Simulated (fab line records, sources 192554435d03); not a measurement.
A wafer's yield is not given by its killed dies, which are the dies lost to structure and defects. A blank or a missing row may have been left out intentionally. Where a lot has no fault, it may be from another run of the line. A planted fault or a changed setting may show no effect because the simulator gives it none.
fab line records ; flow n5_finfet ; part 2 of 2: steps 33 to 44 of 44
[record] lots = 5; wafers = 15; last_day = 19
route steps=1938 shown WELL_APT@21 PMOS_HMC_CHANNEL_EPI@57
lots with no fault: from the same line, run without faults
start_h: hours from the record's first day to the start of the lot's first wafer shown ; wait_h: time in hours since the lot's previous step ; " the same as in the row above ; L1.1+2: a single row standing in for several wafers ; - no value present, or no start provided ; * or withheld: withheld ; < > ~ a bound
route shown NAME@n: a module of which the file shows steps, and the number in the route of the first ; usual: the fault-free wafers' mean and standard deviation ; same: alike in all rows ; chamber/n: place in a boat ; sites: each site's reading ; _std_site: standard deviation of those values ; _edge_site: mean of outer sites minus mean of inner sites ; radius_mm: how far each site lies from the wafer's centre ; mask NAME#n: copy n ; behind: the tool/chamber that last shaped the wafer ; hold: the reason the lot was held/the length of the hold in hours/how it ended ; device: names the non-switching transistor (n, p or np) ; end of line: tests run on the same wafers once the route is complete ; step lacking rows: just its recipe ; killed: not the wafer's yield, but the dies lost to structure and defects at the first sort ; map: per-die view of a wafer (x killed, . not killed, _ where there is no die)
set.NAME: the setting as run; set.NAME@STEP: as run at that earlier step ; model.NAME: the simulator's own value behind a step, which no gauge read
lots seen at some steps along the route; tables by step, rows by wafer
services: a tool's chamber out of use, with start hour (start_h, from the record's first day; less than 0 if before it), hours out, and reason
[[steps]]
[step N5_WELL_APT_PRECLEAN_39]
[recipe] chemistry = dHF; time_s = 60; dilution = 150:1; temp_c = 25
lot.wafer;tool;chamber;start_h;wait_h
L075.2+3+4;wet_bench-03;1,2,3;21.74;0.0
L076.2+5+6;wet_bench-02;2,0,1;28.73;0.0
L085.1+2+3;wet_bench-01;4,0,2;82.22;0.0
L089.1+4+6;wet_bench-02;7,5,2;105.85;0.0
L095.1+3+4;wet_bench-02;2,1,6;142.20;0.0
[step N5_WELL_APT_SRD_37]
[recipe] dry = ipa_marangoni; do_ppb = 5; time_s = 30; temp_c = 23; rinse_liquid = diw
lot.wafer;tool;chamber;start_h;wait_h
L075.2+3+4;wet_bench-03;1,2,3;21.76;0.0
L076.2+5+6;wet_bench-02;2,0,1;28.77;0.0
L085.1+2+3;wet_bench-01;4,0,2;82.24;0.0
L089.1+4+6;wet_bench-02;7,5,2;105.87;0.0
L095.1+3+4;wet_bench-02;2,1,6;142.22;0.0
[step N5_WELL_APT_EPI_41]
[recipe] material = Si; target_thk_a = 500; temp_c = 650; precursor = SiH4/H2; pressure_torr = 20; time_s = 297.7
[usual] throttle_valve_pct = 11.3/0.35
lot.wafer;tool;chamber;start_h;wait_h;throttle_valve_pct
L075.2;epi_rpcvd-04;0;21.94;0.2;11.5
L075.3;epi_rpcvd-04;0;21.94;0.2;11.4
L075.4;epi_rpcvd-04;0;21.94;0.2;11.6
L076.2;epi_rpcvd-01;0;28.97;0.2;11.6
L076.5;epi_rpcvd-01;0;28.97;0.2;11.7
L076.6;epi_rpcvd-01;0;28.97;0.2;11.6
L085.1;epi_rpcvd-04;0;82.29;0.0;11.6
L085.2;epi_rpcvd-04;0;82.29;0.0;11.7
L085.3;epi_rpcvd-04;0;82.29;0.0;11.6
L089.1;epi_rpcvd-01;0;105.92;0.0;11.5
L089.4;epi_rpcvd-01;0;105.92;0.0;11.5
L089.6;epi_rpcvd-01;0;105.92;0.0;11.6
L095.1;epi_rpcvd-01;0;142.27;0.0;11.8
L095.3;epi_rpcvd-01;0;142.27;0.0;11.7
L095.4;epi_rpcvd-01;0;142.27;0.0;11.9
[step N5_WELL_APT_INSPECT_38]
[recipe] inspect_instrument = darkfield; mode = post_epi
[usual] raw_defect_count = 13/4.8
lot.wafer;tool;chamber;start_h;wait_h;raw_defect_count
L075.2;defect_inspect-01;-;22.65;0.6;6
L075.3;defect_inspect-01;-;22.65;0.6;9
L075.4;defect_inspect-01;-;22.65;0.6;3
L076.2;defect_inspect-02;-;29.68;0.6;14
L076.5;defect_inspect-02;-;29.68;0.6;8
L076.6;defect_inspect-02;-;29.68;0.6;5
L085.1;defect_inspect-02;-;82.92;0.5;14
L085.2;defect_inspect-02;-;82.92;0.5;16
L085.3;defect_inspect-02;-;82.92;0.5;25
L089.1;defect_inspect-01;-;106.76;0.7;17
L089.4;defect_inspect-01;-;106.76;0.7;23
L089.6;defect_inspect-01;-;106.76;0.7;14
L095.1;defect_inspect-01;-;142.90;0.5;12
L095.3;defect_inspect-01;-;142.90;0.5;15
L095.4;defect_inspect-01;-;142.90;0.5;4
[step N5_PMOS_HMC_CHANNEL_EPI_HM_DEP_34]
[recipe] material = SiO2; target_thk_a = 360; temp_c = 400; precursor = TEOS/O2; pressure_torr = 6.5; rf_w = 900; teos_flow_sccm = 161.4; gas = O2; flow_sccm = 2650; time_s = 6.9
[usual] heater_power_w = 563/130; showerhead_plenum_p_Torr = 8.34/0.038; throttle_valve_pct = 19.0/0.53
lot.wafer;tool;chamber;start_h;wait_h;heater_power_w;showerhead_plenum_p_Torr;throttle_valve_pct
L075.2;pecvd-02;0;22.68;0.0;703;8.30;18.8
L075.3;pecvd-02;1;22.68;0.0;495;8.26;20.5
L075.4;pecvd-02;2;22.68;0.0;497;8.35;18.9
L076.2;pecvd-04;1;29.71;0.0;656;8.32;18.9
L076.5;pecvd-04;1;29.71;0.0;671;8.32;18.9
L076.6;pecvd-04;0;29.71;0.0;391;8.29;19.1
L085.1;pecvd-03;0;82.96;0.0;608;8.33;19.2
L085.2;pecvd-03;1;82.96;0.0;575;8.37;19.7
L085.3;pecvd-03;2;82.96;0.0;392;8.39;18.5
L089.1;pecvd-03;1;106.80;0.0;461;8.40;19.8
L089.4;pecvd-03;2;106.80;0.0;414;8.35;18.5
L089.6;pecvd-03;1;106.80;0.0;464;8.39;19.8
L095.1;pecvd-04;0;142.94;0.0;401;8.29;19.4
L095.3;pecvd-04;1;142.94;0.0;595;8.30;18.9
L095.4;pecvd-04;1;142.94;0.0;586;8.32;18.8
[step N5_PMOS_HMC_CHANNEL_EPI_COAT_31]
[recipe] resist = BARC; temp_c = 205; time_s = 60; spin_rpm = 1500; resist_thk_nm = 66
lot.wafer;tool;chamber;start_h;wait_h
L075.2+3+4;litho_track-03;0;22.74;0.0
L076.2+5+6;litho_track-04;0;29.77;0.0
L085.1+2+3;litho_track-01;0;83.02;0.0
L089.1+4+6;litho_track-04;0;106.87;0.1
L095.1+3+4;litho_track-03;0;142.99;0.0
[step N5_PMOS_HMC_CHANNEL_EPI_COAT_03]
[recipe] resist = CAR-ArF-block; spin_rpm = 1500; resist_thk_nm = 205
lot.wafer;tool;chamber;start_h;wait_h
L075.2+3+4;litho_track-03;0;-;-
L076.2+5+6;litho_track-04;0;-;-
L085.1+2+3;litho_track-01;0;-;-
L089.1+4+6;litho_track-04;0;-;-
L095.1+3+4;litho_track-03;0;-;-
[step N5_PMOS_HMC_CHANNEL_EPI_EBR_05]
[recipe] solvent = PGMEA; ebr_width_mm = 1.5
lot.wafer;tool;chamber;start_h;wait_h
L075.2+3+4;litho_track-03;0;-;-
L076.2+5+6;litho_track-04;0;-;-
L085.1+2+3;litho_track-01;0;-;-
L089.1+4+6;litho_track-04;0;-;-
L095.1+3+4;litho_track-03;0;-;-
[step N5_PMOS_HMC_CHANNEL_EPI_SOFTBAKE_04]
[recipe] temp_c = 110; time_s = 60; resist = CAR-ArF-block
lot.wafer;tool;chamber;start_h;wait_h
L075.2+3+4;litho_track-03;0;-;-
L076.2+5+6;litho_track-04;0;-;-
L085.1+2+3;litho_track-01;0;-;-
L089.1+4+6;litho_track-04;0;-;-
L095.1+3+4;litho_track-03;0;-;-
[step N5_PMOS_HMC_CHANNEL_EPI_EXPOSE_06]
[recipe] mask_id = PMOS_HMC_BLK; na = 1.35; source_shape = conventional; sigma_outer = 0.8; polarization = unpolarized; target_cd_nm = 240; dose_mj = 41
[same] sigma_outer = 0.8
lot.wafer;tool;chamber;start_h;wait_h;mask
L075.2+3+4;arfi_scanner-01;0;22.97;-;PMOS_HMC_BLK#0
L076.2+5+6;arfi_scanner-03;0;30.00;-;PMOS_HMC_BLK#0
L085.1+2+3;arfi_scanner-03;0;83.24;-;PMOS_HMC_BLK#0
L089.1+4+6;arfi_scanner-02;0;107.09;-;PMOS_HMC_BLK#0
L095.1+3+4;arfi_scanner-02;0;143.09;-;PMOS_HMC_BLK#0
[step N5_PMOS_HMC_CHANNEL_EPI_PEB_07]
[recipe] peb_temp_c = 110; peb_time_s = 60; resist = CAR-ArF-block
lot.wafer;tool;chamber;start_h;wait_h
L075.2+3+4;litho_track-01;0;23.02;0.0
L076.2+5+6;litho_track-03;0;30.05;0.0
L085.1+2+3;litho_track-01;0;83.30;0.1
L089.1+4+6;litho_track-04;0;107.15;0.1
L095.1+3+4;litho_track-03;0;143.15;0.1
[step N5_PMOS_HMC_CHANNEL_EPI_DEVELOP_08]
[recipe] develop_time_s = 30; developer = TMAH; resist = CAR-ArF-block; dev_temp_c = 23; rinse_liquid = diw; dry = air_spin
[usual] developer_temp_C = 23.00/0.099
lot.wafer;tool;chamber;start_h;wait_h;developer_temp_C
L075.2;litho_track-01;0;-;-;22.98
L075.3;litho_track-01;0;-;-;22.86
L075.4;litho_track-01;0;-;-;22.99
L076.2;litho_track-03;0;-;-;23.06
L076.5;litho_track-03;0;-;-;23.15
L076.6;litho_track-03;0;-;-;23.14
L085.1;litho_track-01;0;-;-;22.94
L085.2;litho_track-01;0;-;-;22.93
L085.3;litho_track-01;0;-;-;22.91
L089.1;litho_track-04;0;-;-;22.97
L089.4;litho_track-04;0;-;-;22.92
L089.6;litho_track-04;0;-;-;23.04
L095.1;litho_track-03;0;-;-;22.76
L095.3;litho_track-03;0;-;-;22.78
L095.4;litho_track-03;0;-;-;22.86
[[services]]
tool;chamber;start_h;hours;kind
krf_scanner-02;-;-0.06;21.0;pm
arfi_scanner-03;-;4.19;0.8;pm
rie_diel-04;3;4.78;2.6;repair
arfi_scanner-03;-;10.62;1.0;pm
arfi_scanner-03;-;15.27;0.2;repair
implanter-01;-;17.58;2.1;repair
rie_diel-03;0;18.27;16.0;repair
rie_diel-03;3;23.58;19.5;repair
krf_scanner-02;-;23.71;1.1;repair
rie_diel-01;3;26.23;9.7;repair
arfi_scanner-03;-;26.90;0.3;repair
krf_scanner-01;-;28.74;4.4;pm
implanter-02;-;48.71;14.8;repair
krf_scanner-01;-;56.97;0.8;pm
rie_diel-04;0;59.40;5.4;repair
implanter-01;-;65.62;3.9;repair
krf_scanner-02;-;68.07;1.0;pm
wet_bench-01;-;83.09;1.2;repair
krf_scanner-02;-;89.67;0.8;pm
wet_bench-02;-;96.95;3.0;repair
krf_scanner-02;-;100.59;0.9;repair
krf_scanner-01;-;110.75;0.3;repair
rie_diel-04;-;116.95;2.8;pm
krf_scanner-01;-;125.14;1.0;pm
